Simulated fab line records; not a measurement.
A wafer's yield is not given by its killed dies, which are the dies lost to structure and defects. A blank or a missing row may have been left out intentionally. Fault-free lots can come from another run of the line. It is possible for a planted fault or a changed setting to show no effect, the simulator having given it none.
Chamber matching    flow nand_harc    NHARC_P_M0_PRE_CLEAN_31 on pecvd-03 has 3 sister chambers
The step time 12 s. 24 wafers are shown with their chamber, then 12 later ones without.

== EACH WAFER AND ITS CHAMBER ==
wafer   chamber  heater_power_w (W)
L075.2  2        529
L075.4  2        529
L075.6  0        618
L078.3  0        624
L078.4  1        529
L078.5  0        637
L079.2  1        560
L079.3  0        577
L079.5  0        574
L082.2  1        508
L082.3  0        611
L082.6  1        519
L081.1  1        537
L081.4  1        531
L081.6  2        512
L084.1  0        627
L084.4  2        470
L084.6  0        618
L086.1  2        545
L086.2  1        546
L086.4  0        584
L089.1  0        633
L089.4  0        642
L089.5  2        494

SIGNATURES (averages over the wafers above)
reading         chamber 0  chamber 1  chamber 2  scatter within a chamber
heater_power_w  613.18     532.86     513.17     23.2
Rule: for a wafer and a chamber, the distance is found by dividing, reading by reading, the gap between the wafer's reading and the chamber's mean by the reading's scatter, squaring, summing and taking the root. The wafer belongs to the nearest chamber; if the next one is less than 2 further off, it can't be placed. The scatter: take each reading less its chamber's mean, square it, sum over the shown wafers, divide by the number of wafers less the number of chambers, and take the root.

== WAFERS WITH NO CHAMBER GIVEN ==
wafer   heater_power_w (W)
L091.2  671
L091.4  461
L091.6  588
L095.2  532
L095.5  660
L095.6  541
L096.3  627
L096.4  623
L096.5  517
L097.3  445
L097.4  524
L097.6  557

== WHICH CHAMBER EACH WENT THROUGH ==
wafer   from the rows above           in truth
L091.2  0                             0
L091.4  can't be placed: 2 or 1       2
L091.6  can't be placed: 0 or 1       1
L095.2  can't be placed: 1 or 2       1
L095.5  0                             0
L095.6  can't be placed: 1 or 2       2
L096.3  0                             0
L096.4  0                             0
L096.5  can't be placed: 2 or 1       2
L097.3  can't be placed: 2 or 1       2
L097.4  can't be placed: 1 or 2       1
L097.6  can't be placed: 1 or 2 or 0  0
Correct placement for 4 of the 12. Unplaceable from these rows: 8, with the true chamber sitting among the candidates in 8. 0 placed wrongly.
